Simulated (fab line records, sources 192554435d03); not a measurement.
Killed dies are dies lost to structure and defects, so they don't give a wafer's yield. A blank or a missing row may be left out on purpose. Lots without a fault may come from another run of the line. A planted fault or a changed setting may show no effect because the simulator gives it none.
Chamber matching | flow n5_finfet | N5_GATE_CUT_ETCH_36 on rie_diel-05: 4 sister chambers
The step etches SiARC in CF4, target depth 13 nm, time 21.7 s. 16 wafers are shown with their chamber, then 8 later ones without.

WAFERS WITH THEIR CHAMBER
wafer  | chamber | drypump_motor_current_A (A) | throttle_valve_pct (%) | etch_rf_on_time_s (s)
L076.3 | 1       | 5.7                         | 15.86                  | 23.0
L076.4 | 3       | 5.2                         | 15.70                  | 21.5
L076.5 | 0       | 5.9                         | 15.66                  | 21.6
L078.3 | 1       | 5.7                         | 15.88                  | 22.9
L078.4 | 0       | 6.0                         | 15.66                  | 21.2
L078.6 | 3       | 5.2                         | 15.69                  | 21.8
L081.4 | 1       | 5.7                         | 15.88                  | 23.0
L081.5 | 2       | 6.7                         | 15.65                  | 22.1
L081.6 | 3       | 5.2                         | 15.70                  | 21.9
L082.1 | 1       | 5.7                         | 15.87                  | 22.3
L082.2 | 3       | 5.2                         | 15.70                  | 21.4
L082.4 | 2       | 6.8                         | 15.66                  | 21.4
L084.4 | 3       | 5.2                         | 15.73                  | 21.5
L084.5 | 1       | 5.7                         | 15.90                  | 22.7
L084.6 | 2       | 6.8                         | 15.65                  | 21.7
L088.1 | 3       | 5.2                         | 15.73                  | 21.4

SIGNATURES (means of the wafers above)
reading                 | chamber 0 | chamber 1 | chamber 2 | chamber 3 | scatter within a chamber
drypump_motor_current_A | 5.950     | 5.700     | 6.767     | 5.200     | 0.0312
throttle_valve_pct      | 15.6600   | 15.8780   | 15.6533   | 15.7083   | 0.0142
etch_rf_on_time_s       | 21.400    | 22.780    | 21.733    | 21.583    | 0.274
Rule: a wafer's distance from a chamber is the root of the sum, over the readings, of the square of ((its reading less the chamber's mean) divided by the reading's scatter). The wafer belongs to the nearest chamber; if the next one is less than 2 further off, it can't be placed. The scatter: the root of (the sum of the squares of (reading less its chamber's mean) over the shown wafers, divided by (wafers less chambers)).

WAFERS WITHOUT THEIR CHAMBER
wafer  | drypump_motor_current_A (A) | throttle_valve_pct (%) | etch_rf_on_time_s (s)
L088.3 | 5.9                         | 15.15                  | 21.1
L088.5 | 5.2                         | 15.72                  | 21.3
L091.2 | 5.7                         | 15.90                  | 22.7
L091.4 | 5.2                         | 15.73                  | 21.2
L091.5 | 5.7                         | 15.91                  | 22.8
L096.2 | 5.7                         | 15.94                  | 23.1
L096.3 | 5.9                         | 15.20                  | 21.5
L096.5 | 6.8                         | 15.72                  | 21.8

WHICH CHAMBER EACH WENT THROUGH
wafer  | from the rows above | in truth
L088.3 | 0                   | 0
L088.5 | 3                   | 3
L091.2 | 1                   | 1
L091.4 | 3                   | 3
L091.5 | 1                   | 1
L096.2 | 1                   | 1
L096.3 | 0                   | 0
L096.5 | 2                   | 2
Placed correctly: 8 of 8. Can't be placed from these rows: 0. Placed wrongly: 0.
